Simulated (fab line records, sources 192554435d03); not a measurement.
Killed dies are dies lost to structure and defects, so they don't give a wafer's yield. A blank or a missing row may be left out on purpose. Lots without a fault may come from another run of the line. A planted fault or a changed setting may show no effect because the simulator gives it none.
Split-lot experiment | flow n5_finfet | 7 lots, 21 wafers read, on a route of 1938 steps

THE SPLIT
At N5_FIN_SAQP_FIN_ETCH_36 (etches the open film in HBr/Cl2/O2, target depth 120 nm, time 50.4 s), the setting bias_w was moved away from the recipe's 102 W on 6 of the 21 wafers read, by -17.3% to +14.9%. The other wafers ran this setting at the recipe's value.

FROM THE SPLIT TO THE READING: what the file shows between them, 3 steps
- N5_FIN_SAQP_PRECLEAN_38: cleans in O3/DIW, time 45 s
- N5_FIN_SAQP_PRECLEAN_45: cleans in dHF, time 10 s
- N5_FIN_SAQP_SRD_39: time 30 s

THE READING
trench_depth_nm, in nm, at N5_FIN_SAQP_OCD_MEAS_76. Fault-free wafers of this fab line usually give 119.7 nm, standard deviation 1.1 nm.

wafer  | tool, chamber at the split | bias_w as run, W | against the recipe | trench_depth_nm, nm | against lot-mates on the recipe
L076.1 | rie_si-06, 2               | 102              | recipe             | 121.8               | -
L076.4 | rie_si-06, 2               | 102              | recipe             | 121.6               | -
L076.6 | rie_si-06, 3               | 102              | recipe             | 120.7               | -
L077.4 | rie_si-05, 1               | 102              | recipe             | 119.5               | -
L077.5 | rie_si-05, 3               | 102              | recipe             | 119.7               | -
L077.6 | rie_si-05, 0               | 102              | recipe             | 119.9               | -
L078.1 | rie_si-06, 2               | 89.03            | -12.7%             | 116.6               | -2.5
L078.3 | rie_si-06, 1               | 89.03            | -12.7%             | 115.4               | -3.7
L078.5 | rie_si-06, 2               | 102              | recipe             | 119.1               | -
L083.2 | rie_si-06, 1               | 84.95            | -16.7%             | 113.3               | -4.1
L083.4 | rie_si-06, 0               | 102              | recipe             | 117.5               | -
L083.6 | rie_si-06, 1               | 102              | recipe             | 117.3               | -
L089.2 | rie_si-02, 1               | 117.2            | +14.9%             | 124.9               | +4.9
L089.4 | rie_si-02, 2               | 102              | recipe             | 121.6               | -
L089.6 | rie_si-02, 1               | 102              | recipe             | 118.4               | -
L090.1 | rie_si-05, 0               | 102              | recipe             | 121.1               | -
L090.3 | rie_si-05, 1               | 102              | recipe             | 119.2               | -
L090.5 | rie_si-05, 0               | 102              | recipe             | 121.6               | -
L096.2 | rie_si-02, 2               | 84.39            | -17.3%             | 114.8               | -6.5
L096.5 | rie_si-02, 3               | 84.39            | -17.3%             | 115.8               | -5.5
L096.6 | rie_si-02, 2               | 102              | recipe             | 121.3               | -

THE FIT
A straight line over all 21 wafers: trench_depth_nm changes by +0.317 nm for each +1% of bias_w; r = +0.88; the points scatter about the line by 1.4 nm.
The same after taking each lot's own level away (the mean of its wafers on the recipe; 21 wafers): +0.304 nm for each +1%; r = +0.95; scatter 0.85 nm.
On that fit, the largest move of bias_w shifts the reading by 5.2 nm.
The lots' own levels span 117.40 to 121.37 nm, that is 3.6 times the standard deviation above.
So the lot-to-lot level changes the slope little: the two slopes agree.
Check: with one of the wafers moved furthest among these (-17.3%) left out of the fit, the line predicts -4.82 nm for it against its lot-mates. It came out at -6.5 nm against them.

OTHER SPLITS ON THESE WAFERS
These wafers also went through other splits before the reading. Each is held against what the fit with the lots' levels taken away leaves over:
other split on the same wafers        | wafers away from the commonest value | r with trench_depth_nm (lot level and that fit taken away)
N5_WELL_APT_PEB_23 peb_time_s         | 12                                   | +0.05
N5_WELL_APT_DEVELOP_24 develop_time_s | 11                                   | -0.18
N5_FIN_SAQP_HM_DEP_03 time_s          | 13                                   | +0.17
N5_FIN_SAQP_COAT_49 spin_rpm          | 7                                    | -0.02

THE WHOLE CHAIN: every reading that the file lists as answering this split, in the file's order
step                    | what it does                                                         | reading                                                                    | change (the file's fit)               | r (the file's)
N5_FIN_SAQP_FIN_ETCH_36 | etches the open film in HBr/Cl2/O2, target depth 120 nm, time 50.4 s | etch.depth_nm (the simulator's own value, which no gauge read)             | +0.287 nm for each +1% of the setting | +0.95
N5_FIN_SAQP_FIN_ETCH_36 | etches the open film in HBr/Cl2/O2, target depth 120 nm, time 50.4 s | FIN_SAQP.feature_depth_nm (the simulator's own value, which no gauge read) | +0.289 nm for each +1% of the setting | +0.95
N5_FIN_SAQP_OCD_MEAS_76 |                                                                      | trench_depth_nm                                                            | +0.297 nm for each +1% of the setting | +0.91

THE FILE'S OWN FIT
trench_depth_nm changes by +0.297 nm for each +1% of bias_w, r = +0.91.
